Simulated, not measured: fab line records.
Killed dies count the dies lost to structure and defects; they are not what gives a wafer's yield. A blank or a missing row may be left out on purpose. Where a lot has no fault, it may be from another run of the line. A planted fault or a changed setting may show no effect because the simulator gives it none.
Chamber matching :: flow n5 finfet :: N5_HKMG_FIN_ETCH_67 on rie diel-06 has 4 sister chambers
The step etches SOC in N2/H2, stops on TiN, target depth 388.9 nm. 16 wafers are shown with their chamber, then 8 later ones without.

## WAFERS, EACH WITH ITS CHAMBER
wafer: L074.2
chamber: 1
throttle valve pct (%): 17.45
showerhead plenum p Torr (Torr): 2.72
drypump motor current A (A): 6.1

wafer: L074.3
chamber: 0
throttle valve pct (%): 17.91
showerhead plenum p Torr (Torr): 2.68
drypump motor current A (A): 5.1

wafer: L074.6
chamber: 1
throttle valve pct (%): 17.45
showerhead plenum p Torr (Torr): 2.72
drypump motor current A (A): 6.1

wafer: L078.1
chamber: 3
throttle valve pct (%): 18.28
showerhead plenum p Torr (Torr): 2.55
drypump motor current A (A): 5.7

wafer: L078.3
chamber: 1
throttle valve pct (%): 17.48
showerhead plenum p Torr (Torr): 2.72
drypump motor current A (A): 6.0

wafer: L078.5
chamber: 3
throttle valve pct (%): 18.28
showerhead plenum p Torr (Torr): 2.55
drypump motor current A (A): 5.7

wafer: L079.1
chamber: 1
throttle valve pct (%): 17.49
showerhead plenum p Torr (Torr): 2.72
drypump motor current A (A): 6.1

wafer: L079.2
chamber: 3
throttle valve pct (%): 18.28
showerhead plenum p Torr (Torr): 2.55
drypump motor current A (A): 5.7

wafer: L079.4
chamber: 0
throttle valve pct (%): 17.91
showerhead plenum p Torr (Torr): 2.67
drypump motor current A (A): 5.2

wafer: L082.2
chamber: 3
throttle valve pct (%): 18.28
showerhead plenum p Torr (Torr): 2.55
drypump motor current A (A): 5.7

wafer: L082.4
chamber: 0
throttle valve pct (%): 17.94
showerhead plenum p Torr (Torr): 2.67
drypump motor current A (A): 5.2

wafer: L082.6
chamber: 1
throttle valve pct (%): 17.49
showerhead plenum p Torr (Torr): 2.71
drypump motor current A (A): 6.0

wafer: L084.3
chamber: 2
throttle valve pct (%): 18.22
showerhead plenum p Torr (Torr): 2.62
drypump motor current A (A): 5.6

wafer: L084.4
chamber: 1
throttle valve pct (%): 17.49
showerhead plenum p Torr (Torr): 2.71
drypump motor current A (A): 6.0

wafer: L084.5
chamber: 3
throttle valve pct (%): 18.31
showerhead plenum p Torr (Torr): 2.54
drypump motor current A (A): 5.7

wafer: L087.3
chamber: 0
throttle valve pct (%): 17.95
showerhead plenum p Torr (Torr): 2.67
drypump motor current A (A): 5.1

SIGNATURES (means of the wafers above)
reading: throttle valve pct
chamber 0: 17.9275
chamber 1: 17.4750
chamber 2: 18.2200
chamber 3: 18.2860
scatter within a chamber: 0.0181

reading: showerhead plenum p Torr
chamber 0: 2.6725
chamber 1: 2.7167
chamber 2: 2.6200
chamber 3: 2.5480
scatter within a chamber: 0.0049

reading: drypump motor current A
chamber 0: 5.150
chamber 1: 6.050
chamber 2: 5.600
chamber 3: 5.700
scatter within a chamber: 0.0456
Rule: for each reading, subtract the chamber's mean from the wafer's reading, divide by that reading's scatter and square the result; add these up over the readings and take the root, which gives the wafer's distance from the chamber. The wafer belongs to the nearest chamber; if the next one is less than 2 further off, it can't be placed. The scatter: take each reading less its chamber's mean, square it, sum over the shown wafers, divide by the number of wafers less the number of chambers, and take the root.

## WAFERS WHOSE CHAMBER IS MISSING
wafer: L087.4
throttle valve pct (%): 18.25
showerhead plenum p Torr (Torr): 2.62
drypump motor current A (A): 5.5

wafer: L087.6
throttle valve pct (%): 17.51
showerhead plenum p Torr (Torr): 2.71
drypump motor current A (A): 6.0

wafer: L094.1
throttle valve pct (%): 18.35
showerhead plenum p Torr (Torr): 2.53
drypump motor current A (A): 5.7

wafer: L094.4
throttle valve pct (%): 17.53
showerhead plenum p Torr (Torr): 2.70
drypump motor current A (A): 6.0

wafer: L094.6
throttle valve pct (%): 18.36
showerhead plenum p Torr (Torr): 2.53
drypump motor current A (A): 5.7

wafer: L096.2
throttle valve pct (%): 17.74
showerhead plenum p Torr (Torr): 2.61
drypump motor current A (A): 5.6

wafer: L096.3
throttle valve pct (%): 17.56
showerhead plenum p Torr (Torr): 2.70
drypump motor current A (A): 6.0

wafer: L096.4
throttle valve pct (%): 17.98
showerhead plenum p Torr (Torr): 2.66
drypump motor current A (A): 5.1

## THE CHAMBER EACH PASSED THROUGH
wafer: L087.4
from the rows above: 2
in truth: 2

wafer: L087.6
from the rows above: 1
in truth: 1

wafer: L094.1
from the rows above: 3
in truth: 3

wafer: L094.4
from the rows above: 1
in truth: 1

wafer: L094.6
from the rows above: 3
in truth: 3

wafer: L096.2
from the rows above: 0
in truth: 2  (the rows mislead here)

wafer: L096.3
from the rows above: 1
in truth: 1

wafer: L096.4
from the rows above: 0
in truth: 0
Correct placement for 7 of the 8. Number that these rows cannot place: 0. 1 placed wrongly.
